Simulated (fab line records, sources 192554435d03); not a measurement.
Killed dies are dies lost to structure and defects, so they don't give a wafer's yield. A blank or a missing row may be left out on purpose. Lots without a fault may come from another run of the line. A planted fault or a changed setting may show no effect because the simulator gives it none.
A struck lot beside a sound one | flow n5_finfet | 39 steps out of a route of 1938
Sound: wafers L428.1, L428.2, L428.6. Struck: wafers L442.1, L442.5, L442.6. The cause comes at the end.
At each step with rows: each side's tool, then ch and its chambers, then its first start. Under that, the readings that differ: sound wafers | struck wafers | difference of the means | sigmas: that difference in standard deviations of wafers without a fault.
alike: readings whose means differ by less than 2 such deviations, and words and numbers that are the same on both sides. not compared: withheld readings, readings that some wafer has no value for, bounds like >300 that may hide the same value, and numbers for which the record gives no deviation and whose values overlap.
The two part at a step that has a row with sigmas, a row that says differs or no value, or rows on one side only. Numbers that don't overlap but have no deviation are shown without sigmas and don't part them. A reading that every wafer of one side lacks parts them only if that side has two wafers or more.

first, 10 steps without rows for these wafers: N5_DUMMY_REMOVAL_HM_STRIP_01 (strips SiNx in CH3F/O2, stops on poly-Si, target depth 4 nm, time 6.8 s); N5_DUMMY_REMOVAL_STRIP_10 (strips in N2/H2, time 40 s); N5_DUMMY_REMOVAL_PRECLEAN_07 (cleans in dHF, time 30 s); N5_DUMMY_REMOVAL_DUMMY_REMOVE_02 (chemistry TMAH, target poly-Si, stops on SiO2, target depth 142 nm, time 57 s, rinse time 30 s); N5_DUMMY_REMOVAL_PRECLEAN_08 (cleans in NF3:NH3, afs cycles 2, time 20 s, sublimation time 60 s); N5_DUMMY_REMOVAL_PRECLEAN_04 (cleans in DHF, time 37 s); N5_DUMMY_REMOVAL_SRD_05 (time 30 s); N5_HKMG_FIN_IL_REGROW_00 (material SiO2, chemistry O3, target thk 0.75 nm, time 30 s); N5_HKMG_FIN_HK_ALD_01 (deposits HfO2, target thk 1.6 nm, pulse time 3 s, purge time 3 s); N5_HKMG_FIN_HK_ANNEAL_02 (time 30 s).
N5_HKMG_FIN_ALD_74: deposits La2O3, target thk 0.5 nm, pulse time 6 s, co reactant pulse time 1 s.
  sound on ald_hk-03 ch 0,1, day 5 16:38; struck on ald_hk-03 ch 0,1, day 8 18:11
  no value came back on the struck wafers for any of 5 readings (co_reactant_pulse_time_s (s), co_reactant_purge_time_s (s) and others); on the sound wafers co_reactant_pulse_time_s (s) reads 1 1 1
then, 26 steps without rows for these wafers: N5_HKMG_FIN_ALD_75 (deposits Al2O3, target thk 1 nm, co reactant pulse time 1 s); N5_HKMG_FIN_COAT_41 (time 60 s, resist thk 300 nm); N5_HKMG_FIN_COAT_42 (time 60 s, resist thk 35 nm); N5_HKMG_FIN_COAT_43 (resist thk 90 nm); N5_HKMG_FIN_EBR_45; N5_HKMG_FIN_SOFTBAKE_44 (time 60 s); N5_HKMG_FIN_EXPOSE_46 (exposes mask NDIPOLE); N5_HKMG_FIN_PEB_47 (peb time 60 s); N5_HKMG_FIN_DEVELOP_48 (develop time 30 s); N5_HKMG_FIN_DESCUM_53 (chemistry O2, time 7.9 s); N5_HKMG_FIN_ETCH_54 (etches SiARC in CF4, target depth 45.5 nm, time 75.8 s); N5_HKMG_FIN_ETCH_55 (etches SOC in N2/H2, target depth 240 nm, time 300 s); N5_HKMG_FIN_STRIP_56 (strips in N2/H2); N5_HKMG_FIN_STRIP_57 (strips in CF4); N5_HKMG_FIN_ETCH_58 (etches SOC in N2/H2, target depth 215.8 nm, time 741 s); N5_HKMG_FIN_STRIP_93 (strips SOC in N2/H2, time 20 s); N5_HKMG_FIN_WET_ETCH_76 (etches Al2O3 in dNH4OH, stops on La2O3, target depth 2.25 nm, rinse time 30 s); N5_HKMG_FIN_STRIP_60 (strips in N2/H2, time 360 s); N5_HKMG_FIN_WET_ETCH_77 (etches La2O3 in dHCl, stops on HfO2, target depth 2 nm); N5_HKMG_FIN_WET_ETCH_78 (etches Al2O3 in dNH4OH, stops on La2O3, target depth 4.5 nm, rinse time 30 s); N5_HKMG_FIN_ALD_79 (deposits TiN, target thk 1.5 nm, pulse time 1 s, purge time 3 s); N5_HKMG_FIN_CVD_62 (deposits a-Si from Si2H6, target thk 3 nm, time 20.8 s); N5_HKMG_FIN_RTA_80 (time 2 s); N5_HKMG_FIN_PRECLEAN_64 (cleans in dHF, time 30 s); N5_HKMG_FIN_WET_ETCH_65 (etches a-Si in TMAH, stops on TiN, time 49 s, target depth 3 nm); N5_HKMG_FIN_WET_ETCH_81 (etches TiN in SC1, stops on HfO2, time 57 s, target depth 6 nm).
-- the record jumps here: 4 days lie between the struck wafers' starts before and after (it left off in module HKMG_FIN and takes up again in module BEOL_M4, whose first step shown is number 1111 of the route) --
N5_BEOL_M4_RC_MEAS_101:
  sound on prober-02 ch 0, day 9 22:19; struck on prober-02 ch 0, day 13 00:03
  reading             | sound                      | struck                     | difference | sigmas
  DIBL_N (mV/V)       | 40.1 38.9 39.9             | 35.9 32.6 33.1             | -5.8       | -3
  DIBL_P (mV/V)       | 40.3 38.8 39.2             | 37.5 33.4 33.1             | -4.8       | -2
  IOFF_N (nA/um)      | 0.224 0.185 0.214          | 0.160 0.113 0.117          | -0.078     | -3
  IOFF_P (nA/um)      | 0.27 0.25 0.26             | 47.74 36.61 34.97          | +39.51     | +99 or more
  IOFF_P_85C (nA/um)  | 4.6 4.3 4.3                | 349.0 277.5 267.1          | +293.5     | +99 or more
  IOFF_P_LIN (nA/um)  | 0.118 0.111 0.112          | 22.146 18.475 17.723       | +19.334    | +99 or more
  IOFF_P_LONG (nA/um) | 0.000104 0.000106 0.000102 | 0.021593 0.021974 0.021012 | +0.021422  | +99 or more
  ION_P (uA/um)       | 464 472 461                | 669 665 640                | +192       | +28
  VT_N_LVT (mV)       | 92 95 92                   | 250 252 256                | +160       | +52
  VT_P (mV)           | -248.9 -247.6 -245.5       | -96.2 -99.9 -100.4         | +148.5     | +53
  VT_P_LONG (mV)      | -277 -274 -276             | -122 -122 -121             | +154       | +48
  alike: ION_N, SS_N, SS_P, VT_N
-- the record jumps here: 5 days lie between the struck wafers' starts before and after (it left off in module BEOL_M4 and takes up again in module PASSIVATION, whose first step shown is number 1936 of the route) --
N5_PASSIVATION_PROBE_49:
  sound on prober-01, day 14 05:02; struck on prober-01, day 17 16:21
  reading                  | sound          | struck            | difference | sigmas
  defect_limited_yield (%) | 92.8 93.1 91.6 | 90.6 88.1 89.8    | -3.0       | -2
  killed_at_contacts       | 2 4 2          | 23 23 32          | +23        | +3
  killed_open              | 49 41 69       | 72 100 80         | +31        | +2
  sort_bin_4_leakage (%)   | 0 0 0          | 90.59 88.14 89.83 | +89.52     |
  sort_bin_5_function (%)  | 3.6 3.8 4.3    | 5.7 7.2 5.7       | +2.3       | +2
  sort_n_pass              | 1095 1099 1081 | 0 0 0             | -1092      | -61
  sort_yield_pct (%)       | 92.8 93.1 91.6 | 0 0 0             | -92        | -62
  alike: killed_at_M0_to_M3, killed_at_M4_up, killed_at_front_end, killed_at_other, killed_dies, killed_short, sort_bin_6_memory

WHERE THEY PART
First at N5_HKMG_FIN_ALD_74; last, within this record, at N5_PASSIVATION_PROBE_49.

WHY: what the simulator had put in
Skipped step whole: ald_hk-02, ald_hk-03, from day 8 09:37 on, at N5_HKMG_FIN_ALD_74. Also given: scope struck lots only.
